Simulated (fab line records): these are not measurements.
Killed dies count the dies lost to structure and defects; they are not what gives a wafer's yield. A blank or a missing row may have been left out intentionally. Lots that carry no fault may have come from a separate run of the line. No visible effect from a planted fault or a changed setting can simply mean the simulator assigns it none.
A struck lot beside a sound one || flow n5-finfet || 43 out of 1938 route steps
Sound: the wafers L361.1, L361.3, L361.5. Struck: wafer L365.4 (left out: L365.5, a lot-mate that was not struck); the cause follows at the end.
For every step that has rows: the tool of each side, followed by ch and its chambers, followed by its first start. Under that, the readings that differ: sound wafers || struck wafers || difference of the means || sigmas: that difference in standard deviations of wafers without a fault.
alike: same words and numbers on both sides, and readings whose means sit less than 2 such deviations apart. not compared: any withheld reading, any reading some wafer has no value for, any bound like >300 that may hide the same value, and any number with overlapping values for which the record gives no deviation.
A row with sigmas, a row that says differs or no value, or rows on one side alone: a step with any of these is where the two part. Numbers that don't overlap but have no deviation are shown without sigmas and don't part them. Lack of a reading on every wafer of one side parts them only where that side has two or more wafers.

first, 3 steps without rows for these wafers: N5_SD_EPI_P_STRIP_38 (strips in N2/H2); N5_SD_EPI_P_ETCHBACK_46 (etches SiNx in CH3F/O2, stops on SiO2, target depth 17.5 nm); N5_SD_EPI_P_ETCH_47 (etches SiOCN in CH3F/O2, target depth 25 nm).
N5_SD_EPI_P_ETCH_16: etches SiO2 in CHF3/O2, target depth 5 nm.
  sound on rie-diel-05 ch 1,3, day 3 12:56; struck on rie-diel-03 ch 1, day 4 12:23
{"reading": "drypump-motor-current-A (A)", "sound": "6.5 6.1 6.5", "struck": 5.4, "difference": -1.0, "sigmas": -2}
{"reading": "oes-product-au (a.u.)", "sound": "0.69 0.82 0.69", "struck": 0.96, "difference": "+0.23", "sigmas": "+3"}
{"reading": "rf-vpp-V (V)", "sound": "535 533 536", "struck": 504, "difference": -31, "sigmas": -3}
  alike: showerhead-plenum-p-Torr, throttle-valve-pct
  not compared: rf-hours-counter-h
then, 8 steps without rows for these wafers: N5_SD_EPI_P_STRIP_50 (strips in CHF3/O2); N5_SD_EPI_P_SD_RECESS_17 (chemistry HBr/Cl2/O2, target depth 39.1 nm, bt time 3 s); N5_SD_EPI_P_WET_ETCH_45 (etches SiO2 in dHF, time 10.7 s, target depth 2 nm, rinse time 30 s); N5_SD_EPI_P_STRIP_40 (strips in N2/H2); N5_SD_EPI_P_PRECLEAN_52 (cleans in O3/DIW, time 60 s); N5_SD_EPI_P_SRD_20 (time 30 s); N5_SD_EPI_P_PRECLEAN_51 (cleans in NF3:NH3, afs cycles 1, time 20 s, sublimation time 60 s); N5_SD_EPI_P_VAPOR_ETCH_44 (etches SiGe30 in NF3/Ar, time 3.3 s).
N5_SD_EPI_P_EPI_21: deposits SiGe:B, time 355 s.
  sound on epi-rpcvd-04 ch 0, day 3 13:40; struck on epi-rpcvd-04 ch 0, day 4 14:13
{"reading": "epi-growth-time-s (s)", "sound": "355 355 355", "struck": 637.92, "difference": "+282.92", "sigmas": ""}
{"reading": "model.SiGe-B_of_SD_EPI_P_EPI_21.thk-nm (nm)", "sound": "62 61.6 60.6", "struck": 88.8, "difference": "+27.4", "sigmas": ""}
N5_SD_EPI_P_EPI_MEAS_23:
  sound: film-metro-01 at day 3 15:53; struck: film-metro-01 at day 4 15:22
{"reading": "thk-nm (nm)", "sound": "61.6 63.7 60.7", "struck": 89.2, "difference": "+27.2", "sigmas": "+23"}
then, 6 steps without rows for these wafers: N5_SD_EPI_P_HM_STRIP_48 (strips SiNx in H3PO4, material SiNx, target depth 3 nm); N5_SD_EPI_P_SRD_49 (time 30 s); N5_SD_EPI_P_PRECLEAN_24 (cleans in O3/DIW, time 45 s); N5_SD_EPI_P_PRECLEAN_32 (cleans in dHF, time 10 s); N5_SD_EPI_P_PRECLEAN_33 (cleans in SC2, time 45 s); N5_SD_EPI_P_SRD_25 (time 30 s).
N5_SD_EPI_P_INSPECT_26: inspects for defects (darkfield).
  sound: defect-inspect-01 at day 3 16:04; struck: defect-inspect-02 at day 4 15:32
  alike: raw-defect-count
then, 1 step without rows for these wafers: N5_SD_ACTIVATION_RTA_00 (time 0 s).
N5_SD_ACTIVATION_LSA_01: time 0.0008 s.
  sound on laser-anneal-02 ch 0, day 3 16:17; struck on laser-anneal-02 ch 0, day 4 16:05
  alike: wafer_temp_C_max
N5_SD_ACTIVATION_RS_MEAS_03: a four-point-probe measurement.
  sound: film-metro-01 at day 3 16:29; struck: film-metro-01 at day 4 16:16
{"reading": "RS_SD_P (ohm/sq)", "sound": "55.6 55.0 55.8", "struck": 38.3, "difference": -17.2, "sigmas": -18}
  alike: RS_SD_N
N5_SD_ACTIVATION_INSPECT_02: inspects for defects (darkfield).
  sound: defect-inspect-02 at day 3 16:49; struck: defect-inspect-02 at day 4 16:32
  alike: raw-defect-count
then, 4 steps without rows for these wafers: N5_ILD0_LINER_00 (material SiNx, target thk 4 nm, pulse time 1 s, purge time 2 s); N5_ILD0_FCVD_FILL_01 (material SiO2 flowable, target thk 200 nm, time 328.3 s); N5_ILD0_CURE_02 (time 1800 s); N5_ILD0_CMP_03 (polishes, stops on SiNx, t overpolish 1.9 s, target thk 197.38 nm).
N5_ILD0_THK_MEAS_04:
  sound: film-metro-02 at day 3 19:31; struck: film-metro-01 at day 4 19:14
  alike: thk-nm
N5_ILD0_CMP_07: polishes SiO2 flowable, stops on poly-Si, t overpolish 1.18 s, target thk 138.88 nm.
  sound on cmp-04 ch 1,2, day 3 19:32; struck on cmp-04 ch 3, day 4 19:16
  alike: motor-current-A, slurry-flow-ml-min
  not compared: pad-life-wafers
N5_ILD0_THK_MEAS_08:
  sound: film-metro-02 at day 3 19:50; struck: film-metro-01 at day 4 19:33
  alike: thk-nm
then, 1 step without rows for these wafers: N5_ILD0_PRECLEAN_10 (cleans in NF3:NH3, afs cycles 5, time 20 s, sublimation time 60 s).
N5_ILD0_ALD_15: deposits SiNx, target thk 24 nm, pulse time 1 s, ald cycles 480.
  sound on ald-sin-01 ch 0,1, day 3 20:33; struck on ald-sin-02 ch 2, day 4 21:23
  alike: heater-power-w, precursor-pulse-height-rel
  not compared: since-wet-clean-h
N5_ILD0_CMP_12: polishes SiNx, stops on poly-Si, t overpolish 6 s, target thk 17.67 nm.
  sound on cmp-02 ch 0,1,2, day 3 22:50; struck on cmp-04 ch 0, day 4 22:32
{"reading": "motor-current-A (A)", "sound": "8.7 8.9 8.7", "struck": 10.6, "difference": "+1.8", "sigmas": "+3"}
  alike: overpolish-run-s, slurry-flow-ml-min, time-to-endpoint-s
  not compared: pad-life-wafers
N5_ILD0_THK_MEAS_13:
  sound: film-metro-02 at day 3 23:02; struck: film-metro-01 at day 4 22:47
{"reading": "thk-nm (nm)", "sound": "19.6 19.1 19.7", "struck": 16.2, "difference": -3.3, "sigmas": -3}
N5_ILD0_INSPECT_06: inspects for defects (darkfield).
  sound: defect-inspect-01 at day 3 23:04; struck: defect-inspect-02 at day 4 22:49
  alike: raw-defect-count
then, 4 steps without rows for these wafers: N5_SDB_HM_DEP_00 (deposits SiNx from SiH4/NH3/N2, target thk 40 nm, time 35.3 s); N5_SDB_COAT_03 (time 60 s, resist thk 100 nm); N5_SDB_COAT_04 (time 60 s, resist thk 18 nm); N5_SDB_COAT_05 (resist thk 90 nm).
N5_MOL_CONTACT_COAG_ETCH_110: etches Si in CF4/O2, target depth 2.5 nm, time 8 s.
  sound on rie-diel-04 ch 2,3, day 4 23:16; struck on rie-diel-04 ch 2, day 5 22:40
{"reading": "model.SiGe-B_of_SD_EPI_P_EPI_21.thk-nm (nm)", "sound": "59 58.6 57.8", "struck": 84.6, "difference": "+26.1", "sigmas": ""}
  alike: cf4-flow-sccm, drypump-motor-current-A, oes-product-au, rf-vpp-V, showerhead-plenum-p-Torr, throttle-valve-pct
  not compared: rf-hours-counter-h
-- a jump in the record: the struck wafers' starts before and after are 4 days apart (it breaks off in module MOL_CONTACT_COAG and resumes in module BEOL_M4, where the first step shown is number 1111 of the route) --
N5_BEOL_M4_RC_MEAS_101:
  sound on prober-02 ch 0, day 8 20:25; struck on prober-01 ch 0, day 9 13:02
{"reading": "RS_SD_P (ohm/sq)", "sound": "64.6 65.3 66.3", "struck": 45.3, "difference": -20.1, "sigmas": -20}
  alike: DIBL_N, DIBL_P, IOFF_N, IOFF_P, ION_N, ION_P, SS_N, SS_P, VT_N, VT_P

WHERE THEY PART
First at N5_SD_EPI_P_ETCH_16; last, within this record, at N5_BEOL_M4_RC_MEAS_101.

WHY: what had been put in by the simulator
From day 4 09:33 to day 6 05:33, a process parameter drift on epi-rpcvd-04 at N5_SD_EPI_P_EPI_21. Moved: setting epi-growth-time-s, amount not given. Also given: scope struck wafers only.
